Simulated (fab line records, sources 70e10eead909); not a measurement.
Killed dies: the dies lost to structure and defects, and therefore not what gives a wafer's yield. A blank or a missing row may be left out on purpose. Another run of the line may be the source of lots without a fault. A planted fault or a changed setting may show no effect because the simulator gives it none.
fab line records	flow nand-harc
record lots=13	wafers=39	last-day=33
route steps=1302 shown A_STAIRCASE@870 A_SGD_CUT@890 END@1302
lots with no fault: from the same line, run without faults
start-h: hours from the record's first day to the start of the lot's first wafer shown	wait-h: hours since the lot's step before	" as in the row above	L1.1+2: one row covering several wafers at once	- no value, or no start given	* or withheld: withheld	< > ~ a bound
route shown NAME@n: NAME is a module with steps in the file, n the number in the route of the first one	usual: mean and standard deviation over wafers with no fault	same: alike in all rows	chamber/n: place in a boat	sites: the reading at each site	_std_site: how widely they spread, as a standard deviation	_edge_site: the outer-site mean with the inner-site mean subtracted	radius-mm: how far each site lies from the wafer's centre	mask NAME#n: copy n	behind: tool/chamber where the wafer was last shaped	hold: reason for holding the lot/hours on hold/outcome of the hold	device: transistor that didn't switch, given as n, p or np	end of line: tests run on the same wafers once the route is complete	for a step that has no rows: nothing shown but its recipe	killed: dies lost to structure and defects at the first sort, not the wafer's yield	map: shows each die of a wafer: x if killed, . if not, _ if none is there
set.NAME: the setting the step ran with; set.NAME@STEP: the setting that earlier step ran with	model.NAME: the simulator's own value behind a step, which no gauge read
one table for each step of the route and one row for each wafer, over a sample of lots
services: a tool's chamber out of use, with start hour (start-h, from the record's first day; less than 0 if before it), hours out, and reason
## steps
# step NHARC_A_STAIRCASE_ETCH_444
# recipe target-depth-a=2.04e+05	time-s=6800	c4f8-flow-sccm=20	o2-flow-sccm=10	ar-flow-sccm=withheld	rf-w=600	bias-w=1000	chemistry=C4F8/O2
# usual oes-product-au=0.940/0.024	rf-vpp-V=804/4.6
# same time-s=6800
lot.wafer	tool	chamber	start-h	wait-h	oes-product-au	rf-hours-counter-h	rf-vpp-V
L154.2	rie-diel-09	0	441.00	0.5	0.917	36	806
L154.4	"	1	"	"	0.927	31	812
L154.3	"	2	"	"	0.920	33	810
L158.2	rie-diel-12	0	482.38	1.0	0.948	9	800
L158.4	"	1	"	"	0.931	9	805
L158.5	"	2	"	"	0.965	-	803
L157.1	rie-diel-09	3	487.38	0.1	0.933	50	809
L157.6	"	3	489.31	2.0	0.921	-	811
L157.5	"	0	"	"	0.908	-	806
L160.4	rie-diel-02	2	488.08	0.6	0.928	31	803
L160.3	"	0	"	"	0.941	31	799
L160.6	"	2	"	"	0.921	-	803
L161.4	rie-diel-12	1	502.71	1.0	0.956	17	805
L161.6	"	3	"	"	0.980	-	803
L161.5	"	0	"	"	0.981	-	798
L162.4	rie-diel-12	3	520.99	0.5	0.932	25	803
L162.1	"	1	"	"	0.918	24	803
L162.5	"	3	"	"	0.931	-	803
L164.2	rie-diel-12	3	531.01	0.1	0.930	32	804
L164.3	"	0	"	"	0.933	30	800
L164.4	"	2	"	"	0.924	30	805
L165.1	rie-diel-02	2	538.16	0.1	0.921	51	805
L165.5	"	2	540.10	2.0	0.916	-	803
L165.4	"	3	"	"	0.915	-	800
L173.1	rie-diel-12	1	622.32	1.0	0.921	45	802
L173.3	"	2	"	"	0.932	60	805
L173.5	"	0	"	"	0.914	-	800
L174.4	rie-diel-12	3	637.72	0.1	0.992	1	802
L174.1	"	2	639.15	1.5	0.982	1	802
L174.5	"	3	"	"	0.992	-	803
L175.1	rie-diel-02	2	637.90	0.1	0.959	15	802
L175.3	"	3	"	"	0.978	17	800
L175.4	"	1	"	"	0.988	19	799
L176.2	rie-diel-12	0	651.72	0.1	0.959	8	815
L176.1	"	1	"	"	0.983	6	803
L176.3	"	3	"	"	0.962	8	803
L177.1	rie-diel-02	1	651.99	0.2	0.928	24	799
L177.6	"	1	653.91	2.1	0.925	-	798
L177.5	"	2	"	"	0.906	-	804
# step NHARC_A_STAIRCASE_STRIP_475
# recipe time-s=20	o2-flow-sccm=500	ar-flow-sccm=0	bias-w=0	chemistry=O2
# usual drypump-motor-current-A=5.8/0.56	oes-product-au=1.000/0.012	rf-vpp-V=57.6/0.97	showerhead-plenum-p-Torr=3.47/0.14	throttle-valve-pct=17.036/0.0091
# same time-s=20
lot.wafer	tool	chamber	start-h	wait-h	drypump-motor-current-A	oes-product-au	rf-hours-counter-h	rf-vpp-V	showerhead-plenum-p-Torr	throttle-valve-pct
L154.4	rie-diel-02	1	-	-	6.0	0.972	19	58.4	3.33	17.029
L154.3	"	3	"	"	6.1	1.003	18	59.0	3.36	17.039
L154.2	"	0	"	"	5.6	1.015	18	56.9	3.28	17.032
L158.2	rie-diel-02	0	-	-	5.6	1.003	32	56.3	3.28	17.023
L158.4	"	1	"	"	6.1	0.998	34	56.9	3.33	17.033
L158.5	"	3	"	"	6.0	0.996	-	56.9	3.36	17.040
L157.1	rie-diel-09	3	-	-	6.6	1.002	54	57.1	3.64	17.019
L157.6	"	1	"	"	5.5	0.990	-	56.9	3.66	17.030
L157.5	"	2	"	"	5.5	0.998	-	56.3	3.57	17.054
L160.4	rie-diel-02	2	-	-	4.8	0.993	34	57.2	3.44	17.016
L160.3	"	1	"	"	6.1	1.001	35	58.1	3.32	17.034
L160.6	"	3	"	"	6.1	1.004	-	58.8	3.36	17.041
L161.4	rie-diel-02	2	-	-	4.8	0.997	39	56.1	3.44	17.033
L161.5	"	1	"	"	6.1	0.995	-	58.2	3.32	17.024
L161.6	"	2	"	"	4.7	1.011	-	59.2	3.44	17.032
L162.1	rie-diel-12	1	-	-	6.2	0.988	26	57.7	3.42	17.029
L162.4	"	2	"	"	5.9	1.000	28	57.1	3.45	17.044
L162.5	"	2	"	"	5.9	1.004	-	59.2	3.45	17.031
L164.3	rie-diel-02	2	537.37	0.2	4.8	0.988	50	59.4	3.43	17.041
L164.2	"	3	"	"	6.1	1.002	49	55.3	3.35	17.031
L164.4	"	3	"	"	6.0	1.000	-	57.9	3.35	17.030
L165.1	rie-diel-12	0	-	-	6.8	0.996	37	56.8	3.29	17.039
L165.4	"	1	"	"	6.1	0.990	32	58.4	3.42	17.039
L165.5	"	1	"	"	6.1	0.990	-	57.7	3.42	17.033
L173.1	rie-diel-02	0	-	-	5.6	0.983	13	57.8	3.80	17.047
L173.3	"	2	"	"	4.8	0.982	11	58.7	3.42	17.029
L173.5	"	3	"	"	6.1	0.996	-	57.2	3.33	17.036
L174.4	rie-diel-12	0	-	-	6.8	1.014	4	58.1	3.81	17.024
L174.1	"	2	"	"	5.9	1.027	3	56.4	3.43	17.040
L174.5	"	0	"	"	6.7	1.011	-	59.2	3.80	17.033
L175.4	rie-diel-02	0	-	-	5.5	0.982	19	58.1	3.80	17.026
L175.3	"	2	"	"	4.7	0.972	18	57.9	3.42	17.045
L175.1	"	3	"	"	6.0	1.001	20	58.9	3.33	17.036
L176.3	rie-diel-12	3	-	-	5.4	1.009	10	57.5	3.42	17.043
L176.2	"	0	"	"	6.8	0.992	12	59.7	3.80	17.025
L176.1	"	1	"	"	6.2	1.001	10	57.3	3.41	17.035
L177.1	rie-diel-09	2	-	-	5.5	1.011	54	59.0	3.54	17.039
L177.6	"	0	"	"	5.4	0.998	-	58.2	3.49	17.029
L177.5	"	1	"	"	5.5	0.975	-	57.8	3.63	17.042
# step NHARC_A_STAIRCASE_DEP_471
# recipe target-thk-a=1000	temp-c=400	pressure-torr=6.5	rf-w=900	teos-flow-sccm=161.4	flow-sccm=2650	target-thk-nm=100	gas=O2	material=SiO2
# usual heater-power-w=513/93	rf-fwd-power-W=896.3/2.8	throttle-valve-pct=15.8/0.52
lot.wafer	tool	chamber	start-h	wait-h	heater-power-w	rf-fwd-power-W	throttle-valve-pct
L154.2	pecvd-02	2	446.89	-	517	900.2	15.2
L154.3	"	1	"	"	447	890.4	15.2
L154.4	"	0	"	"	553	892.0	16.1
L158.2	pecvd-03	0	490.55	-	579	895.2	16.5
L158.5	"	2	"	"	667	897.0	16.0
L158.4	"	1	"	"	429	897.6	16.3
L157.1	pecvd-04	2	493.86	-	368	889.9	16.4
L157.6	"	0	"	"	617	898.6	16.1
L157.5	"	1	"	"	503	894.0	16.3
L160.3	pecvd-02	0	494.05	-	650	892.7	15.9
L160.6	"	0	"	"	658	897.2	15.9
L160.4	"	1	"	"	378	899.8	15.0
L161.5	pecvd-03	0	508.26	-	578	894.6	16.8
L161.6	"	1	"	"	378	896.2	16.0
L161.4	"	2	"	"	545	894.2	16.1
L162.1	pecvd-02	1	526.98	-	483	754.8	15.0
L162.4	"	2	"	"	491	750.7	15.5
L162.5	"	0	"	"	672	752.7	16.1
L164.3	pecvd-02	0	537.47	-	671	752.7	16.3
L164.2	"	1	"	"	432	754.0	15.1
L164.4	"	0	"	"	655	752.0	16.1
L165.1	pecvd-02	1	545.74	-	467	755.1	15.0
L165.4	"	1	"	"	461	755.2	15.4
L165.5	"	0	"	"	700	751.6	16.2
L173.3	pecvd-02	2	628.17	-	442	899.2	15.0
L173.1	"	1	"	"	437	901.5	15.3
L173.5	"	2	"	"	459	897.1	15.0
L174.1	pecvd-04	2	644.13	-	394	897.9	15.5
L174.5	"	2	"	"	395	901.7	15.6
L174.4	"	0	"	"	553	895.6	15.1
L175.3	pecvd-02	1	644.32	-	382	901.3	15.2
L175.1	"	2	"	"	491	897.9	15.1
L175.4	"	1	"	"	384	896.0	15.2
L176.1	pecvd-02	0	658.12	-	565	895.1	16.3
L176.2	"	1	"	"	454	899.8	15.4
L176.3	"	2	"	"	472	899.2	14.8
L177.1	pecvd-02	0	658.40	-	633	896.3	16.3
L177.6	"	0	"	"	641	894.8	16.6
L177.5	"	1	"	"	445	898.6	15.0
# step NHARC_A_SGD_CUT_DEP_00
# recipe target-thk-a=500	temp-c=400	target-thk-nm=50	flow-sccm=200	rf-w=450	material=SiNx
# usual heater-power-w=670/93	rf-fwd-power-W=447.9/1.4
lot.wafer	tool	chamber	start-h	wait-h	heater-power-w	rf-fwd-power-W
L154.3	pecvd-02	1	447.58	0.1	590	448.3
L154.2	"	0	"	"	695	447.6
L154.4	"	0	"	"	702	448.8
L158.2	pecvd-01	0	491.27	0.1	744	444.8
L158.4	"	1	"	"	743	446.4
L158.5	"	0	"	"	734	447.2
L157.1	pecvd-02	0	494.63	0.2	681	448.8
L157.5	"	1	"	"	624	449.1
L157.6	"	0	"	"	694	447.6
L160.3	pecvd-04	1	494.72	0.1	714	449.5
L160.6	"	1	"	"	713	449.5
L160.4	"	0	"	"	650	447.3
L161.4	pecvd-04	0	508.94	0.2	807	449.4
L161.5	"	1	"	"	673	448.1
L161.6	"	2	"	"	534	447.5
L162.1	pecvd-04	1	527.71	0.1	705	447.9
L162.5	"	2	"	"	536	447.3
L162.4	"	0	"	"	713	446.8
L164.3	pecvd-01	0	538.15	0.1	668	447.5
L164.2	"	1	"	"	771	447.8
L164.4	"	0	"	"	687	446.3
L165.1	pecvd-04	2	546.45	0.1	524	446.6
L165.5	"	1	"	"	728	446.3
L165.4	"	0	"	"	751	449.4
L173.3	pecvd-02	2	628.88	0.1	709	447.3
L173.1	"	1	"	"	584	452.2
L173.5	"	2	"	"	717	448.8
L174.1	pecvd-04	0	644.82	0.1	624	447.3
L174.5	"	1	"	"	758	449.2
L174.4	"	2	"	"	533	446.6
L175.3	pecvd-02	2	645.03	0.1	710	449.1
L175.1	"	0	"	"	817	446.3
L175.4	"	2	"	"	683	452.0
L176.3	pecvd-04	0	658.81	0.1	755	450.1
L176.2	"	1	"	"	688	445.5
L176.1	"	2	"	"	480	448.3
L177.1	pecvd-02	2	659.15	0.1	606	446.5
L177.6	"	1	"	"	512	446.1
L177.5	"	2	"	"	622	445.1
# step NHARC_END_SORT_01
# recipe temp-c=25
# usual killed-at-array=59/21	killed-at-other=1.0/1.1	killed-at-periphery=4.0/2.6	killed-dies=64/21	killed-open=3.2/1.7	killed-short=2.5/1.5
# same gross-dies=677
lot.wafer	tool	chamber	start-h	wait-h	killed-at-array	killed-at-other	killed-at-periphery	killed-dies	killed-open	killed-short
L154.2	prober-02	0	594.43	2.8	19	0	2	21	3	0
L154.3	prober-02	0	595.21	3.1	29	0	6	35	3	4
L154.4	prober-02	0	595.99	3.4	28	2	3	33	4	2
L158.2	prober-02	0	624.03	2.8	22	0	9	31	4	3
L158.4	prober-02	0	625.62	3.4	21	0	5	26	4	3
L158.5	prober-02	0	626.41	3.7	36	0	1	37	1	5
L157.1	prober-02	0	631.06	2.5	104	0	3	107	1	3
L157.5	prober-02	0	634.22	3.7	89	0	6	95	4	5
L157.6	prober-02	0	635.01	4.0	96	0	3	99	7	1
L160.3	prober-01	0	638.70	3.1	58	0	3	61	5	1
L160.4	prober-01	0	639.51	3.4	62	0	2	64	2	2
L160.6	prober-01	0	641.11	4.0	50	0	6	56	3	3
L161.4	prober-02	0	642.45	3.4	80	0	3	83	3	2
L161.5	prober-02	0	643.23	3.7	68	1	1	70	3	2
L161.6	prober-02	0	644.02	3.9	65	0	1	66	1	0
L162.1	prober-01	0	653.20	2.5	66	2	4	72	2	2
L162.4	prober-01	0	655.60	3.4	51	5	3	59	4	3
L162.5	prober-01	0	656.40	3.7	60	3	3	66	3	2
L164.2	prober-01	0	664.15	2.8	86	0	3	89	3	4
L164.3	prober-01	0	664.95	3.1	98	1	1	100	0	6
L164.4	prober-01	0	665.75	3.4	93	0	1	94	0	4
L165.1	prober-01	0	673.40	2.5	33	1	3	37	4	3
L165.4	prober-01	0	675.79	3.4	35	1	3	39	4	1
L165.5	prober-01	0	676.59	3.7	38	0	2	40	4	2
L173.1	prober-02	0	764.97	2.5	63	0	4	67	4	5
L173.3	prober-02	0	766.56	3.1	62	0	0	62	1	1
L173.5	prober-02	0	768.15	3.7	56	2	4	62	5	5
L174.1	prober-02	0	774.18	2.5	39	0	5	44	4	1
L174.4	prober-02	0	776.58	3.4	46	4	3	53	4	1
L174.5	prober-02	0	777.39	3.7	47	1	2	50	3	1
L175.1	prober-01	0	774.19	2.5	61	1	8	70	3	5
L175.3	prober-01	0	775.78	3.1	59	0	4	63	3	2
L175.4	prober-01	0	776.58	3.4	62	1	5	68	6	1
L176.1	prober-02	0	782.00	2.5	51	0	8	59	3	6
L176.2	prober-02	0	782.81	2.8	47	0	4	51	3	1
L176.3	prober-02	0	783.62	3.1	51	0	10	61	5	1
L177.1	prober-01	0	782.04	2.6	47	1	4	52	3	3
L177.5	prober-01	0	785.20	3.7	56	1	3	60	1	3
L177.6	prober-01	0	786.00	4.0	50	0	1	51	3	1
# killed by level:class
L154.2 A_CHANNEL_HOLE_D2:chamber-film-flake=8 A_CHANNEL_FILL_D2:chamber-film-flake=4 A_STAIRCASE:chamber-film-flake=2 P_CONTACT:geometric-particle:open=1 A_CHANNEL_FILL_D1:geometric-particle:open=1 A_WL_FILL:geometric-particle:open=1 P_GATE:chamber-film-flake=1 A_DECK1_JOINT:chamber-film-flake=1
L154.3 A_CHANNEL_HOLE_D2:chamber-film-flake=12 P_M1:chamber-film-flake=4 A_CHANNEL_FILL_D1:geometric-particle:short=2 A_CHANNEL_HOLE_D1:chamber-film-flake=2 A_DECK1_JOINT:chamber-film-flake=2 A_CHANNEL_FILL_D2:chamber-film-flake=2 A_STAIRCASE:chamber-film-flake=2 A_CONTACT:chamber-film-flake=2
L154.4 A_CHANNEL_HOLE_D2:chamber-film-flake=7 A_STAIRCASE:chamber-film-flake=6 P_M1:chamber-film-flake=2 A_DECK1_JOINT:chamber-film-flake=2 A_CHANNEL_FILL_D2:chamber-film-flake=2 THIN_TSV:chamber-film-flake=2 P_GATE:geometric-particle:open=1 A_DECK1_JOINT:geometric-particle:short=1
L158.2 A_CHANNEL_HOLE_D2:chamber-film-flake=11 P_GATE:chamber-film-flake=4 A_WL_FILL:geometric-particle:short=2 P_ZERO_WELL:chamber-film-flake=2 A_CONTACT:chamber-film-flake=2 P_CONTACT:geometric-particle:open=1 P_M0:geometric-particle:short=1 P_M0:geometric-particle:open=1
L158.4 A_CHANNEL_HOLE_D2:chamber-film-flake=8 A_CONTACT:chamber-film-flake=5 P_M0:geometric-particle:open=2 A_CONTACT:geometric-particle:open=2 A_ONON_D2:geometric-particle:short=1 A_CHANNEL_HOLE_D2:geometric-particle:short=1 A_WL_FILL:geometric-particle:short=1 P_ZERO_WELL:chamber-film-flake=1
L158.5 A_CHANNEL_HOLE_D2:chamber-film-flake=8 A_CONTACT:chamber-film-flake=7 A_CHANNEL_HOLE_D1:chamber-film-flake=5 A_ZERO_WELL:chamber-film-flake=3 A_WL_FILL:chamber-film-flake=3 A_STAIRCASE:chamber-film-flake=2 A_SLIT:chamber-film-flake=2 A_DECK1_JOINT:geometric-particle:short=1
L157.1 A_CHANNEL_HOLE_D2:chamber-film-flake=33 A_CHANNEL_HOLE_D1:chamber-film-flake=29 A_SLIT:chamber-film-flake=26 A_CONTACT:chamber-film-flake=5 A_STAIRCASE:chamber-film-flake=5 P_GATE:chamber-film-flake=2 A_DECK1_JOINT:chamber-film-flake=2 P_M0:geometric-particle:short=1
L157.5 A_SLIT:chamber-film-flake=37 A_CHANNEL_HOLE_D1:chamber-film-flake=22 A_CHANNEL_HOLE_D2:chamber-film-flake=16 A_STAIRCASE:chamber-film-flake=5 A_CONTACT:chamber-film-flake=4 P_CONTACT:geometric-particle:open=2 P_M0:geometric-particle:short=2 P_M1:geometric-particle:short=1
L157.6 A_SLIT:chamber-film-flake=32 A_CHANNEL_HOLE_D1:chamber-film-flake=27 A_CHANNEL_HOLE_D2:chamber-film-flake=20 A_CONTACT:chamber-film-flake=7 A_STAIRCASE:chamber-film-flake=3 A_ONON_D2:geometric-particle:open=2 P_GATE:geometric-particle:open=1 P_CONTACT:geometric-particle:open=1
L160.3 A_CHANNEL_HOLE_D1:chamber-film-flake=23 A_CHANNEL_HOLE_D2:chamber-film-flake=19 A_STAIRCASE:chamber-film-flake=3 P_ZERO_WELL:chamber-film-flake=2 A_ZERO_WELL:chamber-film-flake=2 A_WL_FILL:chamber-film-flake=2 P_M2:geometric-particle:open=1 A_SOURCE_PLATE:geometric-particle:open=1
L160.4 A_CHANNEL_HOLE_D2:chamber-film-flake=27 A_CHANNEL_HOLE_D1:chamber-film-flake=21 A_WL_FILL:chamber-film-flake=3 A_CHANNEL_FILL_D2:geometric-particle:short=2 P_ZERO_WELL:chamber-film-flake=2 A_STAIRCASE:chamber-film-flake=2 A_ONON_D2:geometric-particle:open=1 A_M0:geometric-particle:open=1
L160.6 A_CHANNEL_HOLE_D2:chamber-film-flake=19 A_CHANNEL_HOLE_D1:chamber-film-flake=18 P_CONTACT:chamber-film-flake=4 A_WL_FILL:chamber-film-flake=3 A_STAIRCASE:chamber-film-flake=2 A_ONON_D1:geometric-particle:short=1 A_CHANNEL_FILL_D1:geometric-particle:short=1 A_DECK1_JOINT:geometric-particle:short=1
L161.4 A_SLIT:chamber-film-flake=33 A_CHANNEL_HOLE_D2:chamber-film-flake=32 A_CHANNEL_HOLE_D1:chamber-film-flake=6 A_WL_FILL:chamber-film-flake=2 P_CONTACT:geometric-particle:open=1 A_ONON_D1:geometric-particle:short=1 A_ONON_D2:geometric-particle:open=1 A_CHANNEL_FILL_D2:geometric-particle:open=1
L161.5 A_CHANNEL_HOLE_D2:chamber-film-flake=30 A_SLIT:chamber-film-flake=28 A_STAIRCASE:chamber-film-flake=4 A_ONON_D1:geometric-particle:open=1 A_CHANNEL_FILL_D1:geometric-particle:open=1 A_ONON_D2:geometric-particle:short=1 A_CHANNEL_FILL_D2:geometric-particle:short=1 STARTING-WAFER:geometric-particle:open=1
L161.6 A_CHANNEL_HOLE_D2:chamber-film-flake=30 A_SLIT:chamber-film-flake=26 A_STAIRCASE:chamber-film-flake=4 A_CHANNEL_HOLE_D1:chamber-film-flake=3 P_M0:geometric-particle:open=1 A_ZERO_WELL:chamber-film-flake=1 A_CONTACT:chamber-film-flake=1
L162.1 A_SLIT:chamber-film-flake=30 A_CHANNEL_HOLE_D2:chamber-film-flake=15 A_CHANNEL_HOLE_D1:chamber-film-flake=7 A_CONTACT:chamber-film-flake=6 THIN_TSV:chamber-film-flake=2 A_WL_FILL:chamber-film-flake=2 P_CONTACT:geometric-particle:open=1 P_M0:geometric-particle:short=1
L162.4 A_SLIT:chamber-film-flake=23 A_CHANNEL_HOLE_D2:chamber-film-flake=12 THIN_TSV:chamber-film-flake=5 A_STAIRCASE:chamber-film-flake=4 A_CONTACT:chamber-film-flake=3 P_ZERO_WELL:chamber-film-flake=2 A_CHANNEL_HOLE_D1:chamber-film-flake=2 P_GATE:geometric-particle:open=1
L162.5 A_SLIT:chamber-film-flake=31 A_CHANNEL_HOLE_D2:chamber-film-flake=13 A_CONTACT:chamber-film-flake=5 A_STAIRCASE:chamber-film-flake=4 THIN_TSV:chamber-film-flake=3 P_GATE:geometric-particle:open=1 P_M0:geometric-particle:open=1 A_ONON_D1:geometric-particle:open=1
L164.2 A_CHANNEL_HOLE_D1:chamber-film-flake=34 A_SLIT:chamber-film-flake=30 A_CHANNEL_HOLE_D2:chamber-film-flake=6 A_CONTACT:chamber-film-flake=5 A_WL_FILL:chamber-film-flake=3 A_ONON_D2:geometric-particle:short=2 A_STAIRCASE:chamber-film-flake=2 P_CONTACT:geometric-particle:short=1
L164.3 A_CHANNEL_HOLE_D1:chamber-film-flake=40 A_SLIT:chamber-film-flake=28 A_CHANNEL_HOLE_D2:chamber-film-flake=14 A_CONTACT:chamber-film-flake=6 A_ONON_D2:geometric-particle:short=1 A_CHANNEL_FILL_D2:geometric-particle:short=1 A_STAIRCASE:geometric-particle:short=1 A_WL_FILL:geometric-particle:short=1
L164.4 A_SLIT:chamber-film-flake=36 A_CHANNEL_HOLE_D1:chamber-film-flake=29 A_CHANNEL_HOLE_D2:chamber-film-flake=13 A_CONTACT:chamber-film-flake=6 A_WL_FILL:geometric-particle:short=2 A_CHANNEL_FILL_D1:chamber-film-flake=2 A_ONON_D1:geometric-particle:short=1 A_CHANNEL_FILL_D1:geometric-particle:short=1
L165.1 A_CHANNEL_HOLE_D2:chamber-film-flake=13 A_CHANNEL_HOLE_D1:chamber-film-flake=5 A_SLIT:chamber-film-flake=3 P_ZERO_WELL:chamber-film-flake=2 A_DECK1_JOINT:chamber-film-flake=2 A_WL_FILL:chamber-film-flake=2 P_GATE:geometric-particle:open=1 A_ONON_D1:geometric-particle:open=1
L165.4 A_CHANNEL_HOLE_D2:chamber-film-flake=18 A_CHANNEL_HOLE_D1:chamber-film-flake=6 A_BLC:geometric-particle:open=2 P_ZERO_WELL:chamber-film-flake=2 A_SLIT:chamber-film-flake=2 P_CONTACT:geometric-particle:open=1 A_CHANNEL_HOLE_D2:geometric-particle:open=1 A_M1:geometric-particle:short=1
L165.5 A_CHANNEL_HOLE_D2:chamber-film-flake=21 A_CHANNEL_HOLE_D1:chamber-film-flake=4 A_CONTACT:chamber-film-flake=4 A_SLIT:chamber-film-flake=3 A_CHANNEL_HOLE_D2:geometric-particle:short=2 P_CONTACT:geometric-particle:open=1 P_M0:geometric-particle:open=1 A_DECK1_JOINT:geometric-particle:open=1
L173.1 A_CHANNEL_HOLE_D2:chamber-film-flake=27 A_CHANNEL_HOLE_D1:chamber-film-flake=11 A_CONTACT:chamber-film-flake=6 A_SLIT:chamber-film-flake=5 A_STAIRCASE:chamber-film-flake=3 P_M0:geometric-particle:short=1 P_M2:geometric-particle:open=1 A_CHANNEL_HOLE_D1:geometric-particle:short=1
L173.3 A_CHANNEL_HOLE_D2:chamber-film-flake=30 A_CHANNEL_HOLE_D1:chamber-film-flake=12 A_CONTACT:chamber-film-flake=7 A_SLIT:chamber-film-flake=5 A_STAIRCASE:chamber-film-flake=3 A_CHANNEL_FILL_D1:chamber-film-flake=2 A_CHANNEL_HOLE_D1:geometric-particle:short=1 A_BLC:geometric-particle:open=1
L173.5 A_CHANNEL_HOLE_D2:chamber-film-flake=20 A_CONTACT:chamber-film-flake=9 A_CHANNEL_HOLE_D1:chamber-film-flake=8 A_SLIT:chamber-film-flake=7 THIN_TSV:chamber-film-flake=2 P_GATE:geometric-particle:open=1 P_GATE:geometric-particle:short=1 A_SOURCE_PLATE:geometric-particle:short=1
L174.1 A_SLIT:chamber-film-flake=30 A_CONTACT:chamber-film-flake=4 A_CHANNEL_HOLE_D2:chamber-film-flake=2 P_STI:geometric-particle:short=1 P_M0:geometric-particle:open=1 P_M1:geometric-particle:open=1 A_ONON_D1:geometric-particle:open=1 A_CHANNEL_FILL_D1:geometric-particle:open=1
L175.1 A_CHANNEL_HOLE_D2:chamber-film-flake=21 A_CHANNEL_HOLE_D1:chamber-film-flake=12 A_SLIT:chamber-film-flake=10 A_CONTACT:chamber-film-flake=9 P_GATE:chamber-film-flake=3 A_CHANNEL_FILL_D1:geometric-particle:short=2 P_M0:chamber-film-flake=2 A_STAIRCASE:chamber-film-flake=2
L175.3 A_CHANNEL_HOLE_D2:chamber-film-flake=23 A_CHANNEL_HOLE_D1:chamber-film-flake=17 A_SLIT:chamber-film-flake=7 A_CONTACT:chamber-film-flake=4 A_CHANNEL_FILL_D2:geometric-particle:open=2 P_M0:chamber-film-flake=2 A_STAIRCASE:chamber-film-flake=2 A_DECK1_JOINT:geometric-particle:short=1
L175.4 A_CHANNEL_HOLE_D2:chamber-film-flake=25 A_CHANNEL_HOLE_D1:chamber-film-flake=17 A_CONTACT:chamber-film-flake=7 A_SLIT:chamber-film-flake=4 A_STAIRCASE:chamber-film-flake=3 P_CONTACT:geometric-particle:open=2 A_CHANNEL_HOLE_D1:geometric-particle:open=1 A_CHANNEL_FILL_D1:geometric-particle:open=1
L174.4 A_SLIT:chamber-film-flake=33 A_STAIRCASE:chamber-film-flake=7 A_CONTACT:chamber-film-flake=3 THIN_TSV:chamber-film-flake=3 P_CONTACT:geometric-particle:short=1 P_M0:geometric-particle:open=1 A_SOURCE_PLATE:geometric-particle:open=1 A_CHANNEL_HOLE_D2:geometric-particle:open=1
L174.5 A_SLIT:chamber-film-flake=34 A_CHANNEL_FILL_D1:chamber-film-flake=3 A_CHANNEL_HOLE_D1:chamber-film-flake=2 A_STAIRCASE:chamber-film-flake=2 A_CONTACT:chamber-film-flake=2 P_GATE:geometric-particle:open=1 A_SGD_CUT:geometric-particle:open=1 A_WL_FILL:geometric-particle:short=1
L176.1 A_SLIT:chamber-film-flake=34 A_STAIRCASE:chamber-film-flake=6 P_M0:chamber-film-flake=3 P_CONTACT:geometric-particle:short=2 A_ONON_D1:geometric-particle:open=2 A_CHANNEL_FILL_D1:geometric-particle:short=2 A_ONON_D2:geometric-particle:short=2 P_GATE:chamber-film-flake=2
L177.1 A_CHANNEL_HOLE_D2:chamber-film-flake=27 A_SLIT:chamber-film-flake=7 A_CONTACT:chamber-film-flake=7 P_GATE:chamber-film-flake=3 P_GATE:geometric-particle:short=1 A_CHANNEL_FILL_D2:geometric-particle:short=1 A_WL_FILL:geometric-particle:short=1 A_M0:geometric-particle:open=1
L176.2 A_SLIT:chamber-film-flake=32 A_STAIRCASE:chamber-film-flake=4 A_CHANNEL_HOLE_D2:chamber-film-flake=3 A_CONTACT:chamber-film-flake=3 A_ZERO_WELL:chamber-film-flake=2 P_CONTACT:geometric-particle:short=1 P_M2:geometric-particle:open=1 A_ONON_D1:geometric-particle:open=1
L176.3 A_SLIT:chamber-film-flake=36 P_GATE:chamber-film-flake=4 A_STAIRCASE:chamber-film-flake=4 P_ZERO_WELL:chamber-film-flake=2 P_STI:chamber-film-flake=2 A_ZERO_WELL:chamber-film-flake=2 A_CONTACT:chamber-film-flake=2 P_CONTACT:geometric-particle:open=1
L177.5 A_CHANNEL_HOLE_D2:chamber-film-flake=33 A_SLIT:chamber-film-flake=9 A_CONTACT:chamber-film-flake=7 A_STAIRCASE:chamber-film-flake=4 P_GATE:chamber-film-flake=2 P_M0:geometric-particle:short=1 A_ONON_D1:geometric-particle:short=1 A_CHANNEL_FILL_D2:geometric-particle:short=1
L177.6 A_CHANNEL_HOLE_D2:chamber-film-flake=27 A_SLIT:chamber-film-flake=8 A_DECK1_JOINT:chamber-film-flake=4 A_STAIRCASE:chamber-film-flake=3 A_CONTACT:chamber-film-flake=2 A_DECK1_JOINT:geometric-particle:open=1 A_ONON_D2:geometric-particle:short=1 A_CHANNEL_FILL_D2:geometric-particle:open=1
## services
tool	chamber	start-h	hours	kind
pecvd-02	0	421.00	-	clean
pecvd-02	1	421.00	-	clean
pecvd-02	2	421.00	-	clean
rie-diel-09	2	427.47	7.2	repair
pecvd-04	-	446.41	1.7	repair
rie-diel-12	-	449.16	9.0	pm
pecvd-04	-	450.00	13.0	pm
pecvd-03	-	475.02	1.0	repair
pecvd-01	-	492.20	13.0	pm
rie-diel-09	-	497.19	9.0	pm
rie-diel-02	1	529.22	12.6	repair
pecvd-03	2	536.28	6.2	repair
pecvd-03	-	547.00	13.0	pm
rie-diel-02	-	571.09	9.0	pm
pecvd-04	2	579.90	6.9	repair
pecvd-02	-	589.00	13.0	pm
rie-diel-02	0	590.84	10.3	repair
rie-diel-02	2	600.13	4.2	repair
rie-diel-02	0	611.89	2.5	repair
pecvd-02	-	613.46	1.1	repair
rie-diel-12	0	616.67	2.9	repair
pecvd-03	1	619.99	4.3	repair
rie-diel-12	-	626.16	9.0	pm
pecvd-04	-	631.00	13.0	pm
## key
first-sign step=NHARC_A_STAIRCASE_DEP_471	reading=rf-fwd-power-W	direction=down	sigmas=50	usual=*	struck=*
effect none on later readings
met-at NHARC_A_STAIRCASE_DEP_471
struck-lots L162,L164,L165
tester-left-out L162,L164,L165
not-acting-at NHARC_A_STAIRCASE_ETCH_444,NHARC_A_STAIRCASE_STRIP_475,NHARC_A_SGD_CUT_DEP_00
onset-between 494.05 526.98
fault kind=process-parameter-drift	tool=pecvd-02	chamber=-	onset-h=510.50	steps=NHARC_A_STAIRCASE_DEP_471	channel=rf-w	offset=*	shape=step	end-h=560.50	acts-in=*	stated=*
# tester-left-out: of these lots the tester's yield and bins aren't shown, on N5 and GAA mostly nor the transistor test; their killed dies are dies lost to structure and defects alone, not to doping, threshold or leakage, so they don't give the yield
